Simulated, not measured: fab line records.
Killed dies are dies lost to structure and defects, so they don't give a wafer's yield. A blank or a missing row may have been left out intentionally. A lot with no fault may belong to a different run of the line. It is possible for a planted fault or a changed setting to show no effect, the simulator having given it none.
fab line records || flow nand-harc || part 2 of 2: steps 25 to 34 of 34
[record] {"lots": 5, "wafers": 15, "last-day": 24}
route steps=1159 shown A_M1@1029 A_BONDPAD@1059
lots that met no fault: taken from a fault-free run of the same line
start-h: start of the lot's first displayed wafer, in hours after the record's first day || wait-h: hours from the lot's prior step to this one || " identical to the entry in the row above || L1.1+2: a row that stands for several wafers || - no value, or no start given || * or withheld: withheld || < > ~ a bound
route shown NAME@n: names a module that has steps shown in the file, with the first one's number in the route || usual: average and standard deviation across the fault-free wafers || same: alike in all rows || chamber/n: place in a boat || sites: the reading at each site || _std_site: standard deviation of those values || _edge_site: the outer-site mean with the inner-site mean subtracted || radius-mm: how far each site lies from the wafer's centre || mask NAME#n: copy n || behind: tool/chamber where the wafer was last shaped || hold: what put the lot on hold/how long, in hours/how the hold closed || device: which transistor (n, p or np) failed to switch || end of line: tests run on the same wafers once the route is complete || for a step that has no rows: nothing shown but its recipe || killed: dies that structure and defects cost at the first sort, which is not the same as the wafer's yield || map: a wafer's dies, marking killed ones x, the rest . and places with no die _
set.NAME: the setting as run; set.NAME@STEP: as run at that earlier step || model.NAME: the simulator's own value behind a step, which no gauge read
lots at selected steps of the route; one table per step, one row per wafer
services: a tool's chamber out of use, with start hour (start-h, from the record's first day; less than 0 if before it), hours out, and reason
[[steps]]
[step NHARC_A_M1_THK_MEAS_24]
[recipe] {"thk-meas-gauge": "xrf"}
[usual] {"thk-nm": "153.9/1.7"}
{"lot.wafer": "L074.3", "tool": "film-metro-02", "chamber": "-", "start-h": 414.58, "wait-h": "-", "thk-nm": 153.4}
{"lot.wafer": "L074.4", "tool": "film-metro-02", "chamber": "-", "start-h": 414.58, "wait-h": "-", "thk-nm": 155.6}
{"lot.wafer": "L074.6", "tool": "film-metro-02", "chamber": "-", "start-h": 414.58, "wait-h": "-", "thk-nm": 152.9}
{"lot.wafer": "L079.1", "tool": "film-metro-02", "chamber": "-", "start-h": 417.01, "wait-h": "-", "thk-nm": 154.6}
{"lot.wafer": "L079.2", "tool": "film-metro-02", "chamber": "-", "start-h": 417.01, "wait-h": "-", "thk-nm": 156.2}
{"lot.wafer": "L079.6", "tool": "film-metro-02", "chamber": "-", "start-h": 417.01, "wait-h": "-", "thk-nm": 151.8}
{"lot.wafer": "L080.2", "tool": "film-metro-01", "chamber": "-", "start-h": 431.75, "wait-h": "-", "thk-nm": 155.0}
{"lot.wafer": "L080.3", "tool": "film-metro-01", "chamber": "-", "start-h": 431.75, "wait-h": "-", "thk-nm": 155.2}
{"lot.wafer": "L080.5", "tool": "film-metro-01", "chamber": "-", "start-h": 431.75, "wait-h": "-", "thk-nm": 155.0}
{"lot.wafer": "L088.2", "tool": "film-metro-02", "chamber": "-", "start-h": 483.03, "wait-h": "-", "thk-nm": 155.6}
{"lot.wafer": "L088.4", "tool": "film-metro-02", "chamber": "-", "start-h": 483.03, "wait-h": "-", "thk-nm": 155.0}
{"lot.wafer": "L088.6", "tool": "film-metro-02", "chamber": "-", "start-h": 483.03, "wait-h": "-", "thk-nm": 154.9}
{"lot.wafer": "L094.4", "tool": "film-metro-01", "chamber": "-", "start-h": 535.05, "wait-h": "-", "thk-nm": 153.5}
{"lot.wafer": "L094.5", "tool": "film-metro-01", "chamber": "-", "start-h": 535.05, "wait-h": "-", "thk-nm": 153.7}
{"lot.wafer": "L094.6", "tool": "film-metro-01", "chamber": "-", "start-h": 535.05, "wait-h": "-", "thk-nm": 151.6}
[step NHARC_A_M1_SRD_25]
{"lot.wafer": "L074.4+3+6", "tool": "wet-bench-10", "chamber": "0,2,3", "start-h": 414.63, "wait-h": 0.0}
{"lot.wafer": "L079.1+2+6", "tool": "wet-bench-08", "chamber": "5,6,0", "start-h": 417.05, "wait-h": 0.0}
{"lot.wafer": "L080.3+2+5", "tool": "wet-bench-08", "chamber": "1,2,3", "start-h": 431.80, "wait-h": 0.1}
{"lot.wafer": "L088.2+4+6", "tool": "wet-bench-08", "chamber": "3,4,0", "start-h": 483.07, "wait-h": 0.0}
{"lot.wafer": "L094.6+5+4", "tool": "wet-bench-08", "chamber": "0,1,4", "start-h": 535.09, "wait-h": 0.0}
[step NHARC_A_M1_INSPECT_27]
[usual] {"raw-defect-count": "443/98"}
{"lot.wafer": "L074.3", "tool": "defect-inspect-01", "chamber": "-", "start-h": 414.76, "wait-h": 0.0, "raw-defect-count": 403}
{"lot.wafer": "L074.4", "tool": "defect-inspect-01", "chamber": "-", "start-h": 414.76, "wait-h": 0.0, "raw-defect-count": 461}
{"lot.wafer": "L074.6", "tool": "defect-inspect-01", "chamber": "-", "start-h": 414.76, "wait-h": 0.0, "raw-defect-count": 521}
{"lot.wafer": "L079.1", "tool": "defect-inspect-01", "chamber": "-", "start-h": 417.17, "wait-h": 0.0, "raw-defect-count": 337}
{"lot.wafer": "L079.2", "tool": "defect-inspect-01", "chamber": "-", "start-h": 417.17, "wait-h": 0.0, "raw-defect-count": 377}
{"lot.wafer": "L079.6", "tool": "defect-inspect-01", "chamber": "-", "start-h": 417.17, "wait-h": 0.0, "raw-defect-count": 403}
{"lot.wafer": "L080.2", "tool": "defect-inspect-01", "chamber": "-", "start-h": 431.91, "wait-h": 0.0, "raw-defect-count": 491}
{"lot.wafer": "L080.3", "tool": "defect-inspect-01", "chamber": "-", "start-h": 431.91, "wait-h": 0.0, "raw-defect-count": 549}
{"lot.wafer": "L080.5", "tool": "defect-inspect-01", "chamber": "-", "start-h": 431.91, "wait-h": 0.0, "raw-defect-count": 679}
{"lot.wafer": "L088.2", "tool": "defect-inspect-02", "chamber": "-", "start-h": 483.19, "wait-h": 0.0, "raw-defect-count": 509}
{"lot.wafer": "L088.4", "tool": "defect-inspect-02", "chamber": "-", "start-h": 483.19, "wait-h": 0.0, "raw-defect-count": 438}
{"lot.wafer": "L088.6", "tool": "defect-inspect-02", "chamber": "-", "start-h": 483.19, "wait-h": 0.0, "raw-defect-count": 302}
{"lot.wafer": "L094.4", "tool": "defect-inspect-02", "chamber": "-", "start-h": 535.21, "wait-h": 0.0, "raw-defect-count": 444}
{"lot.wafer": "L094.5", "tool": "defect-inspect-02", "chamber": "-", "start-h": 535.21, "wait-h": 0.0, "raw-defect-count": 364}
{"lot.wafer": "L094.6", "tool": "defect-inspect-02", "chamber": "-", "start-h": 535.21, "wait-h": 0.0, "raw-defect-count": 447}
[step NHARC_A_M1_PRE_CLEAN_32]
[recipe] {"time-s": 12, "temp-c": 370, "rf-power-w": 300, "gas": "NH3"}
[usual] {"heater-power-outer-w": "402/46", "heater-power-w": "677/73", "rf-fwd-power-W": "292.6/0.94", "susceptor-temp-C": "370.03/0.22"}
{"lot.wafer": "L074.3", "tool": "pecvd-03", "chamber": 0, "start-h": 414.86, "wait-h": 0.1, "heater-power-outer-w": 392, "heater-power-w": 635, "rf-fwd-power-W": 293.8, "since-wet-clean-h": 109, "susceptor-temp-C": 370.07}
{"lot.wafer": "L074.4", "tool": "pecvd-03", "chamber": 1, "start-h": 414.86, "wait-h": 0.1, "heater-power-outer-w": 421, "heater-power-w": 759, "rf-fwd-power-W": 292.2, "since-wet-clean-h": "-", "susceptor-temp-C": 370.23}
{"lot.wafer": "L074.6", "tool": "pecvd-03", "chamber": 2, "start-h": 414.86, "wait-h": 0.1, "heater-power-outer-w": 431, "heater-power-w": 703, "rf-fwd-power-W": 293.3, "since-wet-clean-h": "-", "susceptor-temp-C": 369.77}
{"lot.wafer": "L079.2", "tool": "pecvd-03", "chamber": 0, "start-h": 417.24, "wait-h": 0.1, "heater-power-outer-w": 358, "heater-power-w": 560, "rf-fwd-power-W": 292.2, "since-wet-clean-h": 112, "susceptor-temp-C": 370.06}
{"lot.wafer": "L079.1", "tool": "pecvd-03", "chamber": 1, "start-h": 417.24, "wait-h": 0.1, "heater-power-outer-w": 463, "heater-power-w": 799, "rf-fwd-power-W": 293.5, "since-wet-clean-h": 112, "susceptor-temp-C": 369.89}
{"lot.wafer": "L079.6", "tool": "pecvd-03", "chamber": 2, "start-h": 417.24, "wait-h": 0.1, "heater-power-outer-w": 442, "heater-power-w": 752, "rf-fwd-power-W": 292.6, "since-wet-clean-h": "-", "susceptor-temp-C": 370.14}
{"lot.wafer": "L080.2", "tool": "pecvd-04", "chamber": 2, "start-h": 431.97, "wait-h": 0.1, "heater-power-outer-w": 424, "heater-power-w": 703, "rf-fwd-power-W": 292.0, "since-wet-clean-h": 43, "susceptor-temp-C": 370.57}
{"lot.wafer": "L080.3", "tool": "pecvd-04", "chamber": 0, "start-h": 431.97, "wait-h": 0.1, "heater-power-outer-w": 443, "heater-power-w": 707, "rf-fwd-power-W": 293.9, "since-wet-clean-h": 43, "susceptor-temp-C": 370.27}
{"lot.wafer": "L080.5", "tool": "pecvd-04", "chamber": 1, "start-h": 431.97, "wait-h": 0.1, "heater-power-outer-w": 373, "heater-power-w": 678, "rf-fwd-power-W": 294.8, "since-wet-clean-h": "-", "susceptor-temp-C": 370.32}
{"lot.wafer": "L088.2", "tool": "pecvd-02", "chamber": 0, "start-h": 483.28, "wait-h": 0.1, "heater-power-outer-w": 340, "heater-power-w": 568, "rf-fwd-power-W": 291.6, "since-wet-clean-h": 136, "susceptor-temp-C": 369.92}
{"lot.wafer": "L088.6", "tool": "pecvd-02", "chamber": 1, "start-h": 483.28, "wait-h": 0.1, "heater-power-outer-w": 408, "heater-power-w": 698, "rf-fwd-power-W": 293.3, "since-wet-clean-h": "-", "susceptor-temp-C": 370.08}
{"lot.wafer": "L088.4", "tool": "pecvd-02", "chamber": 0, "start-h": 483.28, "wait-h": 0.1, "heater-power-outer-w": 345, "heater-power-w": 570, "rf-fwd-power-W": 291.7, "since-wet-clean-h": "-", "susceptor-temp-C": 369.97}
{"lot.wafer": "L094.5", "tool": "pecvd-04", "chamber": 0, "start-h": 535.31, "wait-h": 0.1, "heater-power-outer-w": 437, "heater-power-w": 695, "rf-fwd-power-W": 293.7, "since-wet-clean-h": "-", "susceptor-temp-C": 369.89}
{"lot.wafer": "L094.4", "tool": "pecvd-04", "chamber": 1, "start-h": 535.31, "wait-h": 0.1, "heater-power-outer-w": 413, "heater-power-w": 694, "rf-fwd-power-W": 292.5, "since-wet-clean-h": "-", "susceptor-temp-C": 370.31}
{"lot.wafer": "L094.6", "tool": "pecvd-04", "chamber": 2, "start-h": 535.31, "wait-h": 0.1, "heater-power-outer-w": 465, "heater-power-w": 761, "rf-fwd-power-W": 293.4, "since-wet-clean-h": "-", "susceptor-temp-C": 370.05}
[step NHARC_A_M1_DEP_33]
[recipe] {"target-thk-a": 300, "temp-c": 370, "target-thk-nm": 30, "pressure-torr": 3, "flow-sccm": 200, "rf-w": 450, "material": "SiCN"}
[usual] {"heater-power-outer-w": "363/51", "heater-power-w": "625/79", "rf-fwd-power-W": "449.1/1.4", "susceptor-temp-C": "369.99/0.2"}
{"lot.wafer": "L074.3", "tool": "pecvd-03", "chamber": 0, "start-h": 415.00, "wait-h": 0.1, "heater-power-outer-w": 365, "heater-power-w": 576, "rf-fwd-power-W": 448.2, "since-wet-clean-h": 110, "susceptor-temp-C": 370.27}
{"lot.wafer": "L074.4", "tool": "pecvd-03", "chamber": 1, "start-h": 415.00, "wait-h": 0.1, "heater-power-outer-w": 419, "heater-power-w": 721, "rf-fwd-power-W": 447.9, "since-wet-clean-h": "-", "susceptor-temp-C": 370.46}
{"lot.wafer": "L074.6", "tool": "pecvd-03", "chamber": 2, "start-h": 415.00, "wait-h": 0.1, "heater-power-outer-w": 395, "heater-power-w": 678, "rf-fwd-power-W": 447.6, "since-wet-clean-h": "-", "susceptor-temp-C": 369.92}
{"lot.wafer": "L079.2", "tool": "pecvd-03", "chamber": 0, "start-h": 417.31, "wait-h": 0.1, "heater-power-outer-w": 315, "heater-power-w": 510, "rf-fwd-power-W": 447.8, "since-wet-clean-h": 112, "susceptor-temp-C": 370.00}
{"lot.wafer": "L079.1", "tool": "pecvd-03", "chamber": 1, "start-h": 417.31, "wait-h": 0.1, "heater-power-outer-w": 335, "heater-power-w": 615, "rf-fwd-power-W": 450.7, "since-wet-clean-h": 112, "susceptor-temp-C": 370.23}
{"lot.wafer": "L079.6", "tool": "pecvd-03", "chamber": 2, "start-h": 417.31, "wait-h": 0.1, "heater-power-outer-w": 351, "heater-power-w": 612, "rf-fwd-power-W": 448.9, "since-wet-clean-h": "-", "susceptor-temp-C": 370.03}
{"lot.wafer": "L080.2", "tool": "pecvd-04", "chamber": 2, "start-h": 432.05, "wait-h": 0.1, "heater-power-outer-w": 438, "heater-power-w": 741, "rf-fwd-power-W": 448.5, "since-wet-clean-h": 43, "susceptor-temp-C": 369.79}
{"lot.wafer": "L080.3", "tool": "pecvd-04", "chamber": 0, "start-h": 432.05, "wait-h": 0.1, "heater-power-outer-w": 406, "heater-power-w": 647, "rf-fwd-power-W": 447.7, "since-wet-clean-h": 43, "susceptor-temp-C": 369.65}
{"lot.wafer": "L080.5", "tool": "pecvd-04", "chamber": 1, "start-h": 432.05, "wait-h": 0.1, "heater-power-outer-w": 339, "heater-power-w": 631, "rf-fwd-power-W": 450.5, "since-wet-clean-h": "-", "susceptor-temp-C": 370.05}
{"lot.wafer": "L088.2", "tool": "pecvd-02", "chamber": 0, "start-h": 483.42, "wait-h": 0.1, "heater-power-outer-w": 301, "heater-power-w": 520, "rf-fwd-power-W": 448.0, "since-wet-clean-h": 136, "susceptor-temp-C": 370.03}
{"lot.wafer": "L088.6", "tool": "pecvd-02", "chamber": 1, "start-h": 483.42, "wait-h": 0.1, "heater-power-outer-w": 344, "heater-power-w": 634, "rf-fwd-power-W": 448.6, "since-wet-clean-h": "-", "susceptor-temp-C": 369.60}
{"lot.wafer": "L088.4", "tool": "pecvd-02", "chamber": 0, "start-h": 483.42, "wait-h": 0.1, "heater-power-outer-w": 309, "heater-power-w": 518, "rf-fwd-power-W": 448.1, "since-wet-clean-h": "-", "susceptor-temp-C": 370.02}
{"lot.wafer": "L094.5", "tool": "pecvd-04", "chamber": 0, "start-h": 535.48, "wait-h": 0.2, "heater-power-outer-w": 439, "heater-power-w": 707, "rf-fwd-power-W": 448.5, "since-wet-clean-h": "-", "susceptor-temp-C": 369.80}
{"lot.wafer": "L094.4", "tool": "pecvd-04", "chamber": 1, "start-h": 535.48, "wait-h": 0.2, "heater-power-outer-w": 349, "heater-power-w": 613, "rf-fwd-power-W": 449.1, "since-wet-clean-h": "-", "susceptor-temp-C": 370.15}
{"lot.wafer": "L094.6", "tool": "pecvd-04", "chamber": 2, "start-h": 535.48, "wait-h": 0.2, "heater-power-outer-w": 378, "heater-power-w": 666, "rf-fwd-power-W": 447.0, "since-wet-clean-h": "-", "susceptor-temp-C": 369.99}
[step NHARC_A_BONDPAD_DEP_00]
[recipe] {"target-thk-a": 2500, "temp-c": 370, "target-thk-nm": 250, "pressure-torr": 3, "flow-sccm": 200, "rf-w": 450, "material": "SiCN"}
[usual] {"heater-power-outer-w": "318/54", "heater-power-w": "582/89", "rf-fwd-power-W": "448.8/1.2", "susceptor-temp-C": "370.03/0.2"}
{"lot.wafer": "L074.3", "tool": "pecvd-01", "chamber": 0, "start-h": 415.55, "wait-h": "-", "heater-power-outer-w": 206, "heater-power-w": 435, "rf-fwd-power-W": 449.6, "since-wet-clean-h": 165, "susceptor-temp-C": 369.96}
{"lot.wafer": "L074.6", "tool": "pecvd-01", "chamber": 0, "start-h": 415.55, "wait-h": "-", "heater-power-outer-w": 222, "heater-power-w": 427, "rf-fwd-power-W": 446.7, "since-wet-clean-h": "-", "susceptor-temp-C": 370.20}
{"lot.wafer": "L074.4", "tool": "pecvd-01", "chamber": 1, "start-h": 415.55, "wait-h": "-", "heater-power-outer-w": 372, "heater-power-w": 671, "rf-fwd-power-W": 449.2, "since-wet-clean-h": "-", "susceptor-temp-C": 370.13}
{"lot.wafer": "L079.2", "tool": "pecvd-02", "chamber": 1, "start-h": 417.91, "wait-h": "-", "heater-power-outer-w": 347, "heater-power-w": 621, "rf-fwd-power-W": 447.3, "since-wet-clean-h": 71, "susceptor-temp-C": 370.00}
{"lot.wafer": "L079.1", "tool": "pecvd-02", "chamber": 2, "start-h": 417.91, "wait-h": "-", "heater-power-outer-w": 331, "heater-power-w": 543, "rf-fwd-power-W": 449.1, "since-wet-clean-h": 71, "susceptor-temp-C": 369.85}
{"lot.wafer": "L079.6", "tool": "pecvd-02", "chamber": 2, "start-h": 417.91, "wait-h": "-", "heater-power-outer-w": 324, "heater-power-w": 551, "rf-fwd-power-W": 449.9, "since-wet-clean-h": "-", "susceptor-temp-C": 370.15}
{"lot.wafer": "L080.3", "tool": "pecvd-01", "chamber": 1, "start-h": 432.61, "wait-h": "-", "heater-power-outer-w": 359, "heater-power-w": 662, "rf-fwd-power-W": 447.5, "since-wet-clean-h": 0, "susceptor-temp-C": 369.91}
{"lot.wafer": "L080.2", "tool": "pecvd-01", "chamber": 0, "start-h": 432.61, "wait-h": "-", "heater-power-outer-w": 255, "heater-power-w": 486, "rf-fwd-power-W": 448.1, "since-wet-clean-h": 0, "susceptor-temp-C": 370.32}
{"lot.wafer": "L080.5", "tool": "pecvd-01", "chamber": 0, "start-h": 432.61, "wait-h": "-", "heater-power-outer-w": 183, "heater-power-w": 390, "rf-fwd-power-W": 449.0, "since-wet-clean-h": "-", "susceptor-temp-C": 370.17}
{"lot.wafer": "L088.2", "tool": "pecvd-02", "chamber": 0, "start-h": "-", "wait-h": "-", "heater-power-outer-w": 321, "heater-power-w": 539, "rf-fwd-power-W": 447.1, "since-wet-clean-h": 136, "susceptor-temp-C": 370.04}
{"lot.wafer": "L088.6", "tool": "pecvd-02", "chamber": 1, "start-h": "-", "wait-h": "-", "heater-power-outer-w": 332, "heater-power-w": 617, "rf-fwd-power-W": 449.5, "since-wet-clean-h": "-", "susceptor-temp-C": 369.80}
{"lot.wafer": "L088.4", "tool": "pecvd-02", "chamber": 2, "start-h": "-", "wait-h": "-", "heater-power-outer-w": 305, "heater-power-w": 527, "rf-fwd-power-W": 447.7, "since-wet-clean-h": "-", "susceptor-temp-C": 370.03}
{"lot.wafer": "L094.6", "tool": "pecvd-03", "chamber": 1, "start-h": 536.07, "wait-h": "-", "heater-power-outer-w": 403, "heater-power-w": 749, "rf-fwd-power-W": 450.2, "since-wet-clean-h": "-", "susceptor-temp-C": 369.85}
{"lot.wafer": "L094.5", "tool": "pecvd-03", "chamber": 2, "start-h": 536.07, "wait-h": "-", "heater-power-outer-w": 381, "heater-power-w": 644, "rf-fwd-power-W": 449.9, "since-wet-clean-h": "-", "susceptor-temp-C": 370.13}
{"lot.wafer": "L094.4", "tool": "pecvd-03", "chamber": 0, "start-h": 536.07, "wait-h": "-", "heater-power-outer-w": 381, "heater-power-w": 634, "rf-fwd-power-W": 448.6, "since-wet-clean-h": "-", "susceptor-temp-C": 369.87}
[step NHARC_A_BONDPAD_CMP_29]
[recipe] {"target-thk-nm": 200, "material": "SiCN"}
[usual] {"motor-current-A": "11.4/1"}
{"lot.wafer": "L074.4", "tool": "cmp-01", "chamber": 0, "start-h": 415.96, "wait-h": "-", "motor-current-A": 11.8}
{"lot.wafer": "L074.3", "tool": "cmp-01", "chamber": 1, "start-h": 415.96, "wait-h": "-", "motor-current-A": 10.7}
{"lot.wafer": "L074.6", "tool": "cmp-01", "chamber": 2, "start-h": 415.96, "wait-h": "-", "motor-current-A": 13.2}
{"lot.wafer": "L079.1", "tool": "cmp-01", "chamber": 3, "start-h": 418.30, "wait-h": "-", "motor-current-A": 10.9}
{"lot.wafer": "L079.2", "tool": "cmp-01", "chamber": 1, "start-h": 418.30, "wait-h": "-", "motor-current-A": 11.5}
{"lot.wafer": "L079.6", "tool": "cmp-01", "chamber": 3, "start-h": 418.30, "wait-h": "-", "motor-current-A": 11.1}
{"lot.wafer": "L080.2", "tool": "cmp-03", "chamber": 0, "start-h": 433.07, "wait-h": "-", "motor-current-A": 11.1}
{"lot.wafer": "L080.3", "tool": "cmp-03", "chamber": 1, "start-h": 433.07, "wait-h": "-", "motor-current-A": 12.0}
{"lot.wafer": "L080.5", "tool": "cmp-03", "chamber": 3, "start-h": 433.07, "wait-h": "-", "motor-current-A": 11.1}
{"lot.wafer": "L088.4", "tool": "cmp-01", "chamber": 0, "start-h": 484.29, "wait-h": "-", "motor-current-A": 11.9}
{"lot.wafer": "L088.2", "tool": "cmp-01", "chamber": 3, "start-h": 484.29, "wait-h": "-", "motor-current-A": 11.5}
{"lot.wafer": "L088.6", "tool": "cmp-01", "chamber": 1, "start-h": 484.29, "wait-h": "-", "motor-current-A": 11.0}
{"lot.wafer": "L094.4", "tool": "cmp-02", "chamber": 0, "start-h": 536.34, "wait-h": "-", "motor-current-A": 10.3}
{"lot.wafer": "L094.6", "tool": "cmp-02", "chamber": 0, "start-h": 536.34, "wait-h": "-", "motor-current-A": 10.0}
{"lot.wafer": "L094.5", "tool": "cmp-02", "chamber": 1, "start-h": 536.34, "wait-h": "-", "motor-current-A": 10.4}
[step NHARC_A_BONDPAD_THK_MEAS_30]
[recipe] {"thk-meas-gauge": "ellipsometry"}
[usual] {"thk-nm": "199.6/1.4"}
{"lot.wafer": "L074.3", "tool": "film-metro-02", "chamber": "-", "start-h": 416.16, "wait-h": 0.2, "thk-nm": 197.6}
{"lot.wafer": "L074.4", "tool": "film-metro-02", "chamber": "-", "start-h": 416.16, "wait-h": 0.2, "thk-nm": 199.4}
{"lot.wafer": "L074.6", "tool": "film-metro-02", "chamber": "-", "start-h": 416.16, "wait-h": 0.2, "thk-nm": 199.5}
{"lot.wafer": "L079.1", "tool": "film-metro-02", "chamber": "-", "start-h": 418.52, "wait-h": 0.2, "thk-nm": 199.1}
{"lot.wafer": "L079.2", "tool": "film-metro-02", "chamber": "-", "start-h": 418.52, "wait-h": 0.2, "thk-nm": 200.1}
{"lot.wafer": "L079.6", "tool": "film-metro-02", "chamber": "-", "start-h": 418.52, "wait-h": 0.2, "thk-nm": 201.5}
{"lot.wafer": "L080.2", "tool": "film-metro-02", "chamber": "-", "start-h": 433.27, "wait-h": 0.2, "thk-nm": 198.7}
{"lot.wafer": "L080.3", "tool": "film-metro-02", "chamber": "-", "start-h": 433.27, "wait-h": 0.2, "thk-nm": 197.4}
{"lot.wafer": "L080.5", "tool": "film-metro-02", "chamber": "-", "start-h": 433.27, "wait-h": 0.2, "thk-nm": 200.0}
{"lot.wafer": "L088.2", "tool": "film-metro-01", "chamber": "-", "start-h": 484.54, "wait-h": 0.2, "thk-nm": 202.8}
{"lot.wafer": "L088.4", "tool": "film-metro-01", "chamber": "-", "start-h": 484.54, "wait-h": 0.2, "thk-nm": 203.2}
{"lot.wafer": "L088.6", "tool": "film-metro-01", "chamber": "-", "start-h": 484.54, "wait-h": 0.2, "thk-nm": 201.7}
{"lot.wafer": "L094.4", "tool": "film-metro-01", "chamber": "-", "start-h": 536.59, "wait-h": 0.2, "thk-nm": 200.9}
{"lot.wafer": "L094.5", "tool": "film-metro-01", "chamber": "-", "start-h": 536.59, "wait-h": 0.2, "thk-nm": 199.2}
{"lot.wafer": "L094.6", "tool": "film-metro-01", "chamber": "-", "start-h": 536.59, "wait-h": 0.2, "thk-nm": 202.7}
[step NHARC_A_BONDPAD_SRD_31]
{"lot.wafer": "L074.6+4+3", "tool": "wet-bench-08", "chamber": "1,5,6", "start-h": 416.20, "wait-h": 0.0}
{"lot.wafer": "L079.6+1+2", "tool": "wet-bench-08", "chamber": "7,2,3", "start-h": 418.57, "wait-h": 0.0}
{"lot.wafer": "L080.2+5+3", "tool": "wet-bench-10", "chamber": "1,4,5", "start-h": 433.31, "wait-h": 0.0}
{"lot.wafer": "L088.6+2+4", "tool": "wet-bench-08", "chamber": "0,2,3", "start-h": 484.61, "wait-h": 0.1}
{"lot.wafer": "L094.4+6+5", "tool": "wet-bench-08", "chamber": "0,2,3", "start-h": 536.64, "wait-h": 0.0}
[step NHARC_A_BONDPAD_DEHYDRATE_01]
[recipe] {"temp-c": 150, "time-s": 120}
{"lot.wafer": "L074.3+4+6", "tool": "litho-track-02", "chamber": 0, "start-h": 416.29, "wait-h": 0.1}
{"lot.wafer": "L079.1+2+6", "tool": "litho-track-03", "chamber": 0, "start-h": 418.65, "wait-h": 0.1}
{"lot.wafer": "L080.2+3+5", "tool": "litho-track-02", "chamber": 0, "start-h": 433.39, "wait-h": 0.1}
{"lot.wafer": "L088.2+4+6", "tool": "litho-track-07", "chamber": 0, "start-h": 484.69, "wait-h": 0.1}
{"lot.wafer": "L094.4+5+6", "tool": "litho-track-07", "chamber": 0, "start-h": 536.71, "wait-h": 0.1}
[[services]]
{"tool": "ecd-cu-01", "chamber": "-", "start-h": 392.92, "hours": 1.1, "kind": "repair"}
{"tool": "pvd-sputter-02", "chamber": "-", "start-h": 393.38, "hours": 10.0, "kind": "pm"}
{"tool": "rie-diel-09", "chamber": 1, "start-h": 394.64, "hours": 2.1, "kind": "repair"}
{"tool": "ecd-cu-01", "chamber": "-", "start-h": 399.37, "hours": 3.7, "kind": "repair"}
{"tool": "rie-diel-07", "chamber": "-", "start-h": 405.24, "hours": 9.0, "kind": "pm"}
{"tool": "wet-bench-08", "chamber": "-", "start-h": 406.40, "hours": 8.0, "kind": "pm"}
{"tool": "wet-bench-10", "chamber": "-", "start-h": 423.21, "hours": 8.0, "kind": "pm"}
{"tool": "rie-diel-09", "chamber": "-", "start-h": 431.10, "hours": 9.0, "kind": "pm"}
{"tool": "litho-track-01", "chamber": "-", "start-h": 443.00, "hours": 7.0, "kind": "pm"}
{"tool": "ecd-cu-01", "chamber": "-", "start-h": 448.00, "hours": 8.0, "kind": "pm"}
{"tool": "pvd-sputter-03", "chamber": "-", "start-h": 460.78, "hours": 10.0, "kind": "pm"}
{"tool": "pecvd-03", "chamber": "-", "start-h": 466.24, "hours": 0.9, "kind": "repair"}
{"tool": "litho-track-06", "chamber": "-", "start-h": 467.00, "hours": 7.0, "kind": "pm"}
{"tool": "pecvd-03", "chamber": "-", "start-h": 473.43, "hours": 13.0, "kind": "pm"}
{"tool": "cmp-01", "chamber": "-", "start-h": 473.50, "hours": 4.0, "kind": "pm"}
{"tool": "pvd-sputter-01", "chamber": "-", "start-h": 479.99, "hours": 5.9, "kind": "repair"}
{"tool": "rie-diel-07", "chamber": 3, "start-h": 489.96, "hours": 2.9, "kind": "repair"}
{"tool": "litho-track-04", "chamber": "-", "start-h": 491.00, "hours": 7.0, "kind": "pm"}
{"tool": "rie-diel-07", "chamber": 1, "start-h": 492.59, "hours": 5.1, "kind": "repair"}
{"tool": "rie-diel-09", "chamber": 1, "start-h": 494.83, "hours": 5.1, "kind": "repair"}
{"tool": "pvd-sputter-01", "chamber": "-", "start-h": 514.04, "hours": 10.0, "kind": "pm"}
{"tool": "rie-diel-05", "chamber": "-", "start-h": 517.61, "hours": 9.0, "kind": "pm"}
{"tool": "cmp-01", "chamber": "-", "start-h": 529.46, "hours": 21.9, "kind": "repair"}
{"tool": "rie-diel-05", "chamber": 2, "start-h": 534.46, "hours": 23.2, "kind": "repair"}
